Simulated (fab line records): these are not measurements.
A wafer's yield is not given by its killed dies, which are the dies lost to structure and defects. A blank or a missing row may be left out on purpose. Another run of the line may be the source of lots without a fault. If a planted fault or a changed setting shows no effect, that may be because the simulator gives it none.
Which tool did it?	flow n5_finfet	11 lots with 33 wafers sampled at 3 steps, on a route of 1938 steps

## WHAT THE GAUGES SHOWED, per wafer
N5_PASSIVATION_OVL_MEAS_60. Usual: TV_OVL -4 nm, standard deviation 5.8.
lot	measured	on	TV_OVL (nm)	flag
L541	day 11 09:07	overlay-01	-12 -15 -9	
L542	day 12 03:55	overlay-02	-9 -3 -6	
L546	day 13 02:50	overlay-02	6 6 5	
L547	day 13 09:31	overlay-01	-2 2 -3	
L549	day 13 18:47	overlay-01	-10 -11 -13	
L550	day 14 07:33	overlay-01	-8 -9 -9	
L551	day 14 12:52	overlay-02	-6 -2 -7	
L555	day 15 21:44	overlay-02	7 0 -6	
L561	day 17 04:14	overlay-02	-1 -4 -3	
L562	day 17 13:32	overlay-01	-13 -9 -13	
L563	day 18 10:32	overlay-02	-7 -1 -2	

## EACH LOT AND THE TOOL THAT RAN IT (in order: tool; ch and the chambers of the sampled wafers; start)
lot	N5_BEOL_M2_SPUTTER_96	N5_MIM_BOT_ETCH_STRIP_01
L541	pvd_sputter-03, day 6 21:14	rie_diel-06 ch 1,2, day 11 07:59
L542	pvd_sputter-01, day 7 02:42	rie_diel-02 ch 0,1,3, day 12 02:49
L546	pvd_sputter-01, day 8 13:41	rie_diel-05 ch 2,3, day 13 00:23
L547	pvd_sputter-02, day 8 16:53	rie_diel-06 ch 1,3, day 13 08:28
L549	pvd_sputter-01, day 8 19:43	rie_diel-05 ch 1,2, day 13 17:02
L550	pvd_sputter-01, day 9 16:35	rie_diel-02 ch 2,3, day 14 06:22
L551	pvd_sputter-01, day 10 00:40	rie_diel-06 ch 1,2,3, day 14 11:10
L555	pvd_sputter-03, day 11 05:25	rie_diel-05 ch 1,2, day 15 20:39
L561	pvd_sputter-01, day 12 04:45	rie_diel-06 ch 1,2,3, day 17 02:51
L562	pvd_sputter-01, day 12 19:42	rie_diel-06 ch 0,3, day 17 11:07
L563	pvd_sputter-01, day 13 00:09	rie_diel-05 ch 2,3, day 18 08:54
- N5_BEOL_M2_SPUTTER_96: material Cu, target thk 4.5 nm, time 8.29 s.
- N5_MIM_BOT_ETCH_STRIP_01: strips in O2.

## AS READ BY THE TOOLS THEMSELVES (means over the sampled wafers that have a number; for cases with no such wafer, the mark the record gives instead)
N5_BEOL_M2_SPUTTER_96. Usual: 30.1 % for throttle_valve_pct, sd 1.2.
lot	tool	throttle_valve_pct (%)	flag
L541	pvd_sputter-03	30.1	
L542	pvd_sputter-01	31.2	
L546	pvd_sputter-01	29.5	
L547	pvd_sputter-02	29.8	
L549	pvd_sputter-01	32.0	
L550	pvd_sputter-01	30.9	
L551	pvd_sputter-01	31.0	
L555	pvd_sputter-03	29.8	
L561	pvd_sputter-01	30.5	
L562	pvd_sputter-01	30.4	
L563	pvd_sputter-01	29.9	

N5_MIM_BOT_ETCH_STRIP_01. Usual: drypump_motor_current_A 5.7 A, standard deviation 0.57; oes_product_au 0.82 a.u., standard deviation 0.082; rf_vpp_V 3.8 V, standard deviation 1.4; showerhead_plenum_p_Torr 2.12 Torr, standard deviation 0.08; throttle_valve_pct 16.56 %, standard deviation 0.28.
lot	tool	drypump_motor_current_A (A)	oes_product_au (a.u.)	rf_vpp_V (V)	showerhead_plenum_p_Torr (Torr)	throttle_valve_pct (%)	flag
L541	rie_diel-06	6.0	0.78	4.5	2.01	17.00	
L542	rie_diel-02	5.8	0.75	3.1	2.09	16.57	
L546	rie_diel-05	5.5	0.86	3.3	2.08	16.43	
L547	rie_diel-06	6.1	0.75	3.5	2.14	16.87	
L549	rie_diel-05	5.4	0.77	3.1	2.07	16.49	
L550	rie_diel-02	5.5	0.79	3.1	2.18	16.43	
L551	rie_diel-06	6.1	0.95	5.2	2.16	16.66	
L555	rie_diel-05	5.4	0.76	4.7	2.07	16.52	
L561	rie_diel-06	6.0	0.89	3.2	2.15	16.70	
L562	rie_diel-06	6.1	0.89	3.0	2.18	16.64	
L563	rie_diel-05	5.5	0.79	3.7	2.06	16.55	

## THE ANSWER, worked out from the rows above alone
Rule: a lot is off if the mean of its wafers that have a number lies more than 3 standard deviations from the usual mean. A lot without any number at a reading at which 4 lots or more have one is off too. The other lots that the step has rows for count as sound. First the gauges in route order, then the tools' own readings, where a lot's mean is used as printed above. The first step at which some lot is off is used, and at that step the reading that is off furthest; a lot without a number counts as furthest.
Across all readings shown, no lot is off: no conclusion can be drawn from this.

## WHAT WAS PUT IN BY THE SIMULATOR
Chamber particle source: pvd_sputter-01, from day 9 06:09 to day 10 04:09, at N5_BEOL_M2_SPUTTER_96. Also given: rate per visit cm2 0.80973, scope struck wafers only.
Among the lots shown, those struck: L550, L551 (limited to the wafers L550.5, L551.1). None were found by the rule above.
